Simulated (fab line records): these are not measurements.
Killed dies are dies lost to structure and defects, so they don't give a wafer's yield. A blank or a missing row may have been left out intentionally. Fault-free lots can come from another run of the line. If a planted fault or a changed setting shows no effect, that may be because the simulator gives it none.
Which tool is to blame? || flow n5 finfet || Sampling: 11 lots, 31 wafers, 4 of 1938 route steps

## WHAT EACH GAUGE READ, for each wafer
N5_BEOL_M7_OCD_MEAS_38. Usual: trench depth nm 93.5 nm, standard deviation 1.8.
{"lot": "L361", "measured": "day 10 00:33", "on": "ocd-02", "trench depth nm (nm)": "96.0 93.5 92.3", "flag": ""}
{"lot": "L362", "measured": "day 10 04:48", "on": "ocd-01", "trench depth nm (nm)": "95.5 93.7 93.2", "flag": ""}
{"lot": "L365", "measured": "day 11 02:07", "on": "ocd-01", "trench depth nm (nm)": "96.0 92.2 96.7", "flag": ""}
{"lot": "L366", "measured": "day 11 13:22", "on": "ocd-02", "trench depth nm (nm)": "95.3 92.3 93.1", "flag": ""}
{"lot": "L371", "measured": "day 12 09:14", "on": "ocd-02", "trench depth nm (nm)": "92.9 93.9 91.3", "flag": ""}
{"lot": "L374", "measured": "day 13 07:32", "on": "ocd-01", "trench depth nm (nm)": "94.3 94.5 92.7", "flag": ""}
{"lot": "L373", "measured": "day 13 15:31", "on": "ocd-01", "trench depth nm (nm)": "95.7 92.6 94.6", "flag": ""}
{"lot": "L375", "measured": "day 13 15:55", "on": "ocd-02", "trench depth nm (nm)": "93.3 95.0 90.2", "flag": ""}
{"lot": "L376", "measured": "day 14 00:15", "on": "ocd-02", "trench depth nm (nm)": "93.6 95.1 90.6", "flag": ""}
{"lot": "L378", "measured": "day 14 20:07", "on": "ocd-01", "trench depth nm (nm)": "94.1 95.4", "flag": ""}
{"lot": "L381", "measured": "day 15 01:56", "on": "ocd-01", "trench depth nm (nm)": "93.7 95.8", "flag": ""}

## WHAT TOOL EACH LOT RAN ON (gives the tool, then ch and the chambers of the sampled wafers, and finally the start)
{"lot": "L361", "N5_BEOL_M7_ETCH_62": "rie diel-04 ch 1,3, day 9 21:01", "N5_BEOL_M7_STRIP_19": "rie diel-04 ch 0,2,3, day 9 21:19", "N5_BEOL_M7_ETCH_66": "rie diel-02 ch 1,2,3, day 10 00:12"}
{"lot": "L362", "N5_BEOL_M7_ETCH_62": "rie diel-02 ch 0,2,3, day 10 03:02", "N5_BEOL_M7_STRIP_19": "rie diel-04 ch 1,2,3, day 10 03:20", "N5_BEOL_M7_ETCH_66": "rie diel-01 ch 0,1,2, day 10 04:27"}
{"lot": "L365", "N5_BEOL_M7_ETCH_62": "rie diel-04 ch 0,1,3, day 11 00:07", "N5_BEOL_M7_STRIP_19": "rie diel-01 ch 2,3, day 11 00:27", "N5_BEOL_M7_ETCH_66": "rie diel-04 ch 0,1,3, day 11 01:46"}
{"lot": "L366", "N5_BEOL_M7_ETCH_62": "rie diel-01 ch 1,2,3, day 11 08:13", "N5_BEOL_M7_STRIP_19": "rie diel-02 ch 0,2,3, day 11 08:32", "N5_BEOL_M7_ETCH_66": "rie diel-01 ch 0,1,3, day 11 13:01"}
{"lot": "L371", "N5_BEOL_M7_ETCH_62": "rie diel-04 ch 2,3, day 12 07:24", "N5_BEOL_M7_STRIP_19": "rie diel-01 ch 0,3, day 12 07:50", "N5_BEOL_M7_ETCH_66": "rie diel-01 ch 0,1,2, day 12 08:53"}
{"lot": "L374", "N5_BEOL_M7_ETCH_62": "rie diel-04 ch 0,2,3, day 13 05:11", "N5_BEOL_M7_STRIP_19": "rie diel-04 ch 1,2,3, day 13 05:36", "N5_BEOL_M7_ETCH_66": "rie diel-04 ch 1,2,3, day 13 07:10"}
{"lot": "L373", "N5_BEOL_M7_ETCH_62": "rie diel-02 ch 1,2, day 13 12:59", "N5_BEOL_M7_STRIP_19": "rie diel-02 ch 1,2,3, day 13 13:18", "N5_BEOL_M7_ETCH_66": "rie diel-04 ch 1,2,3, day 13 15:10"}
{"lot": "L375", "N5_BEOL_M7_ETCH_62": "rie diel-04 ch 2,3, day 13 13:19", "N5_BEOL_M7_STRIP_19": "rie diel-02 ch 1,2, day 13 13:37", "N5_BEOL_M7_ETCH_66": "rie diel-04 ch 0,3, day 13 15:34"}
{"lot": "L376", "N5_BEOL_M7_ETCH_62": "rie diel-01 ch 1,2, day 13 21:57", "N5_BEOL_M7_STRIP_19": "rie diel-04 ch 1,3, day 13 22:28", "N5_BEOL_M7_ETCH_66": "rie diel-02 ch 1,2,3, day 13 23:54"}
{"lot": "L378", "N5_BEOL_M7_ETCH_62": "rie diel-01 ch 0,3, day 14 18:44", "N5_BEOL_M7_STRIP_19": "rie diel-04 ch 1,2, day 14 19:03", "N5_BEOL_M7_ETCH_66": "rie diel-04 ch 2,3, day 14 19:46"}
{"lot": "L381", "N5_BEOL_M7_ETCH_62": "rie diel-02 ch 1,2, day 14 22:35", "N5_BEOL_M7_STRIP_19": "rie diel-01 ch 0,2, day 14 22:55", "N5_BEOL_M7_ETCH_66": "rie diel-04 ch 1,2, day 15 01:35"}
- N5_BEOL_M7_ETCH_62: etches SOC in N2/H2, target depth 110 nm, overetch 22 nm, time 165 s.
- N5_BEOL_M7_STRIP_19: strips in O2.
- N5_BEOL_M7_ETCH_66: etches SOC in N2/H2, target depth 80 nm, overetch 16 nm, time 120 s.

## WHAT THE TOOLS THEMSELVES READ (means of the sampled wafers that have a number; where no wafer has one, the mark that the record gives instead)
N5_BEOL_M7_ETCH_62. Usual: drypump motor current A 5.4 A, standard deviation 0.33; h2 flow sccm 200.0 sccm, standard deviation 0.65; oes product au 0.68 a.u., standard deviation 0.065; rf vpp V 524.9 V, standard deviation 2.6; showerhead plenum p Torr 2.58 Torr, standard deviation 0.096; throttle valve pct 17.72 %, standard deviation 0.25.
{"lot": "L361", "tool": "rie diel-04", "drypump motor current A (A)": 5.2, "h2 flow sccm (sccm)": 200.0, "oes product au (a.u.)": 0.74, "rf vpp V (V)": 524.4, "showerhead plenum p Torr (Torr)": 2.55, "throttle valve pct (%)": 17.74, "flag": ""}
{"lot": "L362", "tool": "rie diel-02", "drypump motor current A (A)": 5.9, "h2 flow sccm (sccm)": 200.2, "oes product au (a.u.)": 0.61, "rf vpp V (V)": 523.7, "showerhead plenum p Torr (Torr)": 2.55, "throttle valve pct (%)": 17.99, "flag": ""}
{"lot": "L365", "tool": "rie diel-04", "drypump motor current A (A)": 5.1, "h2 flow sccm (sccm)": 200.3, "oes product au (a.u.)": 0.69, "rf vpp V (V)": 526.2, "showerhead plenum p Torr (Torr)": 2.60, "throttle valve pct (%)": 17.74, "flag": ""}
{"lot": "L366", "tool": "rie diel-01", "drypump motor current A (A)": 5.5, "h2 flow sccm (sccm)": 200.0, "oes product au (a.u.)": 0.70, "rf vpp V (V)": 522.7, "showerhead plenum p Torr (Torr)": 2.49, "throttle valve pct (%)": 17.72, "flag": ""}
{"lot": "L371", "tool": "rie diel-04", "drypump motor current A (A)": 5.3, "h2 flow sccm (sccm)": 200.5, "oes product au (a.u.)": 0.71, "rf vpp V (V)": 527.7, "showerhead plenum p Torr (Torr)": 2.69, "throttle valve pct (%)": 17.56, "flag": ""}
{"lot": "L374", "tool": "rie diel-04", "drypump motor current A (A)": 5.2, "h2 flow sccm (sccm)": 200.4, "oes product au (a.u.)": 0.66, "rf vpp V (V)": 526.9, "showerhead plenum p Torr (Torr)": 2.66, "throttle valve pct (%)": 17.73, "flag": ""}
{"lot": "L373", "tool": "rie diel-02", "drypump motor current A (A)": 5.9, "h2 flow sccm (sccm)": 199.9, "oes product au (a.u.)": 0.66, "rf vpp V (V)": 523.1, "showerhead plenum p Torr (Torr)": 2.51, "throttle valve pct (%)": 17.86, "flag": ""}
{"lot": "L375", "tool": "rie diel-04", "drypump motor current A (A)": 5.4, "h2 flow sccm (sccm)": 200.2, "oes product au (a.u.)": 0.66, "rf vpp V (V)": 526.7, "showerhead plenum p Torr (Torr)": 2.66, "throttle valve pct (%)": 17.71, "flag": ""}
{"lot": "L376", "tool": "rie diel-01", "drypump motor current A (A)": 5.6, "h2 flow sccm (sccm)": 200.5, "oes product au (a.u.)": 0.62, "rf vpp V (V)": 522.8, "showerhead plenum p Torr (Torr)": 2.49, "throttle valve pct (%)": 18.05, "flag": ""}
{"lot": "L378", "tool": "rie diel-01", "drypump motor current A (A)": 5.6, "h2 flow sccm (sccm)": 199.9, "oes product au (a.u.)": 0.71, "rf vpp V (V)": 522.7, "showerhead plenum p Torr (Torr)": 2.51, "throttle valve pct (%)": 17.49, "flag": ""}
{"lot": "L381", "tool": "rie diel-02", "drypump motor current A (A)": 5.8, "h2 flow sccm (sccm)": 199.3, "oes product au (a.u.)": 0.67, "rf vpp V (V)": 524.2, "showerhead plenum p Torr (Torr)": 2.55, "throttle valve pct (%)": 17.80, "flag": ""}

N5_BEOL_M7_STRIP_19. Usual: drypump motor current A 5.5 A, standard deviation 0.32; oes product au 0.80 a.u., standard deviation 0.086; rf vpp V 3.6 V, standard deviation 0.61; showerhead plenum p Torr 2.11 Torr, standard deviation 0.075; throttle valve pct 16.57 %, standard deviation 0.27.
{"lot": "L361", "tool": "rie diel-04", "drypump motor current A (A)": 5.2, "oes product au (a.u.)": 0.81, "rf vpp V (V)": 3.1, "showerhead plenum p Torr (Torr)": 2.19, "throttle valve pct (%)": 16.55, "flag": ""}
{"lot": "L362", "tool": "rie diel-04", "drypump motor current A (A)": 5.3, "oes product au (a.u.)": 0.84, "rf vpp V (V)": 3.9, "showerhead plenum p Torr (Torr)": 2.15, "throttle valve pct (%)": 16.53, "flag": ""}
{"lot": "L365", "tool": "rie diel-01", "drypump motor current A (A)": 5.4, "oes product au (a.u.)": 0.87, "rf vpp V (V)": 3.9, "showerhead plenum p Torr (Torr)": 2.05, "throttle valve pct (%)": 16.26, "flag": ""}
{"lot": "L366", "tool": "rie diel-02", "drypump motor current A (A)": 5.9, "oes product au (a.u.)": 0.70, "rf vpp V (V)": 4.2, "showerhead plenum p Torr (Torr)": 2.10, "throttle valve pct (%)": 16.77, "flag": ""}
{"lot": "L371", "tool": "rie diel-01", "drypump motor current A (A)": 5.7, "oes product au (a.u.)": 0.84, "rf vpp V (V)": 3.5, "showerhead plenum p Torr (Torr)": 2.10, "throttle valve pct (%)": 16.36, "flag": ""}
{"lot": "L374", "tool": "rie diel-04", "drypump motor current A (A)": 5.3, "oes product au (a.u.)": 0.82, "rf vpp V (V)": 4.1, "showerhead plenum p Torr (Torr)": 2.14, "throttle valve pct (%)": 16.57, "flag": ""}
{"lot": "L373", "tool": "rie diel-02", "drypump motor current A (A)": 5.9, "oes product au (a.u.)": 0.76, "rf vpp V (V)": 3.7, "showerhead plenum p Torr (Torr)": 2.12, "throttle valve pct (%)": 16.66, "flag": ""}
{"lot": "L375", "tool": "rie diel-02", "drypump motor current A (A)": 5.9, "oes product au (a.u.)": 0.76, "rf vpp V (V)": 3.9, "showerhead plenum p Torr (Torr)": 2.07, "throttle valve pct (%)": 16.60, "flag": ""}
{"lot": "L376", "tool": "rie diel-04", "drypump motor current A (A)": 5.2, "oes product au (a.u.)": 0.84, "rf vpp V (V)": 3.8, "showerhead plenum p Torr (Torr)": 2.09, "throttle valve pct (%)": 16.61, "flag": ""}
{"lot": "L378", "tool": "rie diel-04", "drypump motor current A (A)": 5.3, "oes product au (a.u.)": 0.76, "rf vpp V (V)": 3.6, "showerhead plenum p Torr (Torr)": 2.09, "throttle valve pct (%)": 16.77, "flag": ""}
{"lot": "L381", "tool": "rie diel-01", "drypump motor current A (A)": 5.7, "oes product au (a.u.)": 0.79, "rf vpp V (V)": 3.5, "showerhead plenum p Torr (Torr)": 2.07, "throttle valve pct (%)": 16.34, "flag": ""}

N5_BEOL_M7_ETCH_66. Usual: drypump motor current A is 5.5 A with standard deviation 0.34, h2 flow sccm is 199.9 sccm with standard deviation 0.61, oes product au is 0.60 a.u. with standard deviation 0.061, rf vpp V is 524.6 V with standard deviation 2.7, run length s is 143.5 s with standard deviation 0.41, showerhead plenum p Torr is 2.57 Torr with standard deviation 0.094, and throttle valve pct is 17.76 % with standard deviation 0.27.
{"lot": "L361", "tool": "rie diel-02", "drypump motor current A (A)": 5.9, "h2 flow sccm (sccm)": 200.0, "oes product au (a.u.)": 0.60, "rf vpp V (V)": 525.1, "run length s (s)": 143.8, "showerhead plenum p Torr (Torr)": 2.58, "throttle valve pct (%)": 17.80, "flag": ""}
{"lot": "L362", "tool": "rie diel-01", "drypump motor current A (A)": 5.7, "h2 flow sccm (sccm)": 200.2, "oes product au (a.u.)": 0.60, "rf vpp V (V)": 522.1, "run length s (s)": 144.0, "showerhead plenum p Torr (Torr)": 2.52, "throttle valve pct (%)": 17.68, "flag": ""}
{"lot": "L365", "tool": "rie diel-04", "drypump motor current A (A)": 5.1, "h2 flow sccm (sccm)": 200.2, "oes product au (a.u.)": 0.63, "rf vpp V (V)": 525.2, "run length s (s)": 143.2, "showerhead plenum p Torr (Torr)": 2.60, "throttle valve pct (%)": 17.72, "flag": ""}
{"lot": "L366", "tool": "rie diel-01", "drypump motor current A (A)": 5.6, "h2 flow sccm (sccm)": 199.9, "oes product au (a.u.)": 0.62, "rf vpp V (V)": 523.3, "run length s (s)": 144.0, "showerhead plenum p Torr (Torr)": 2.52, "throttle valve pct (%)": 17.73, "flag": ""}
{"lot": "L371", "tool": "rie diel-01", "drypump motor current A (A)": 5.7, "h2 flow sccm (sccm)": 199.7, "oes product au (a.u.)": 0.59, "rf vpp V (V)": 523.0, "run length s (s)": 143.9, "showerhead plenum p Torr (Torr)": 2.51, "throttle valve pct (%)": 17.72, "flag": ""}
{"lot": "L374", "tool": "rie diel-04", "drypump motor current A (A)": 5.3, "h2 flow sccm (sccm)": 200.1, "oes product au (a.u.)": 0.62, "rf vpp V (V)": 525.6, "run length s (s)": 143.3, "showerhead plenum p Torr (Torr)": 2.60, "throttle valve pct (%)": 17.74, "flag": ""}
{"lot": "L373", "tool": "rie diel-04", "drypump motor current A (A)": 5.3, "h2 flow sccm (sccm)": 199.9, "oes product au (a.u.)": 0.62, "rf vpp V (V)": 524.2, "run length s (s)": 143.4, "showerhead plenum p Torr (Torr)": 2.60, "throttle valve pct (%)": 17.75, "flag": ""}
{"lot": "L375", "tool": "rie diel-04", "drypump motor current A (A)": 5.1, "h2 flow sccm (sccm)": 199.8, "oes product au (a.u.)": 0.64, "rf vpp V (V)": 527.4, "run length s (s)": 140.9, "showerhead plenum p Torr (Torr)": 2.68, "throttle valve pct (%)": 17.60, "flag": "OFF"}
{"lot": "L376", "tool": "rie diel-02", "drypump motor current A (A)": 5.9, "h2 flow sccm (sccm)": 199.4, "oes product au (a.u.)": 0.58, "rf vpp V (V)": 524.6, "run length s (s)": 143.6, "showerhead plenum p Torr (Torr)": 2.57, "throttle valve pct (%)": 17.83, "flag": ""}
{"lot": "L378", "tool": "rie diel-04", "drypump motor current A (A)": 5.3, "h2 flow sccm (sccm)": 200.2, "oes product au (a.u.)": 0.62, "rf vpp V (V)": 526.8, "run length s (s)": 139.2, "showerhead plenum p Torr (Torr)": 2.67, "throttle valve pct (%)": 17.66, "flag": "OFF"}
{"lot": "L381", "tool": "rie diel-04", "drypump motor current A (A)": 5.3, "h2 flow sccm (sccm)": 200.3, "oes product au (a.u.)": 0.62, "rf vpp V (V)": 523.4, "run length s (s)": 136.2, "showerhead plenum p Torr (Torr)": 2.54, "throttle valve pct (%)": 17.90, "flag": "OFF"}

## THE ANSWER, worked out from the rows above alone
Rule: lot off if the mean of its wafers having a number is beyond 3 standard deviations from the usual mean. Also off: a lot with no number at a reading for which 4 or more lots have one. The other lots that the step has rows for count as sound. The gauges are gone through in route order, then the tools' own readings, and for those a lot's mean is taken as printed above. The first step at which some lot is off is used, and at that step the reading that is off furthest; a lot without a number counts as furthest.
Off: L375, L378, L381 (N5_BEOL_M7_ETCH_66, run length s).
If a tool, at that step or one of the process steps before it, ran each lot that is off and ran no sound lot following the first of them, it fits. One fits: N5_BEOL_M7_ETCH_66 on rie diel-04. A fault onset in the window from L373 (day 13 15:10, its last sound lot) to L375 (day 13 15:34, its first lot off) fits.
The tool's own readings at N5_BEOL_M7_ETCH_66 bear it out: on the lots that are off they differ by more than 5 times the standard deviation of the sound lots' means. run length s reads 138.8 s there against 143.7 s on the sound lots.

## WHAT THE SIMULATOR HAD PUT IN
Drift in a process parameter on rie diel-04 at N5_BEOL_M7_ETCH_66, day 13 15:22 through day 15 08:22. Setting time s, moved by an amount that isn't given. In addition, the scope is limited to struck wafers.
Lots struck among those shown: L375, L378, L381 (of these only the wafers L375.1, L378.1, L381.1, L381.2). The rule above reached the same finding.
